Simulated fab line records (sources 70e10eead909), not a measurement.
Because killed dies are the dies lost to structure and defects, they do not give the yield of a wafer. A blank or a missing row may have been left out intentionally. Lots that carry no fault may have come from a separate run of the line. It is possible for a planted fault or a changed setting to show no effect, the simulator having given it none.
Commonality check across tools -- flow nand harc -- 2 lots and 6 wafers in the sample

== THE REASON FOR OPENING IT ==
At NHARC_END_SORT_01 the reading killed at array is flagged on 2 of 2 lots. Fault-free wafers read 27, with a standard deviation of 12.
Rule: a lot gets a flag if all its wafers with a number sit over 4 standard deviations from that mean, or if no wafer of it has a number. All remaining lots are regarded as sound.

lot,measured,on,"killed at array, wafer by wafer",flag
L594,day 24 14:04,prober-01,91 95 127,FLAGGED
L598,day 25 04:38,prober-02,91 87 124,FLAGGED
The mean of the flagged lots' numbers is 102, +76 from the usual (+6 standard deviations).

== TOOL THAT RAN EACH LOT ==
Before the reading, the record contains 4 process steps out of a 1159-step route. Read each cell as the tool, then ch plus the chambers that the sampled wafers visited, then the start.
lot,flag,NHARC_A_CONTACT_DEP_84,NHARC_THIN_TSV_DEGAS_49,NHARC_THIN_TSV_DESCUM_35,NHARC_THIN_TSV_STRIP_56
L594,FLAGGED,"acl dep-03 ch 0, day 19 11:10","pvd sputter-03, day 23 14:13","rie diel-08 ch 1,2, day 23 17:29","plasma asher-02 ch 0,1, day 23 18:43"
L598,FLAGGED,"acl dep-03 ch 0, day 19 23:20","pvd sputter-02, day 23 16:51","rie diel-01 ch 1,3, day 23 20:08","plasma asher-02 ch 0,1, day 23 20:59"
These steps, and what they do:
- NHARC_A_CONTACT_DEP_84: deposits aC, target thk 2000 nm.
- NHARC_THIN_TSV_DEGAS_49: time 120 s.
- NHARC_THIN_TSV_DESCUM_35: chemistry O2, time 3 s.
- NHARC_THIN_TSV_STRIP_56: strips in O2.
- NHARC_END_SORT_01

== FLAGGED AGAINST TOTAL, ONE TOOL AT A TIME (gauges that did the reading follow at the end) ==
step,tool,lots run,flagged,share of the flagged lots,sound lots run after its first flagged lot
NHARC_A_CONTACT_DEP_84,acl dep-03,2,2,all,0
NHARC_THIN_TSV_DEGAS_49,pvd sputter-02,1,1,some,0
NHARC_THIN_TSV_DEGAS_49,pvd sputter-03,1,1,some,0
NHARC_THIN_TSV_DESCUM_35,rie diel-01,1,1,some,0
NHARC_THIN_TSV_DESCUM_35,rie diel-08,1,1,some,0
NHARC_THIN_TSV_STRIP_56,plasma asher-02,2,2,all,0
NHARC_END_SORT_01,prober-01,1,1,some,0
NHARC_END_SORT_01,prober-02,1,1,some,0

== WHAT IS ALLOWED BY THE TABLE ==
Rows of the table that ran all the flagged lots, 2 in number: acl dep-03 at NHARC_A_CONTACT_DEP_84; plasma asher-02 at NHARC_THIN_TSV_STRIP_56.
- acl dep-03 at NHARC_A_CONTACT_DEP_84 ran 2 lots, 2 of them flagged. No sound lot ran on it before its first flagged lot in this sample; the start therefore can't be narrowed down.
- plasma asher-02 at NHARC_THIN_TSV_STRIP_56 ran 2 lots, 2 of them flagged. No sound lot ran on it before its first flagged lot in this sample; the start therefore can't be narrowed down.
A lot count leaves these 2 tools indistinguishable: every one of them fits a fault beginning at some hour. More lots, or a look at what each step does to the wafer, might.

== WHAT THE SIMULATOR HAD PUT IN ==
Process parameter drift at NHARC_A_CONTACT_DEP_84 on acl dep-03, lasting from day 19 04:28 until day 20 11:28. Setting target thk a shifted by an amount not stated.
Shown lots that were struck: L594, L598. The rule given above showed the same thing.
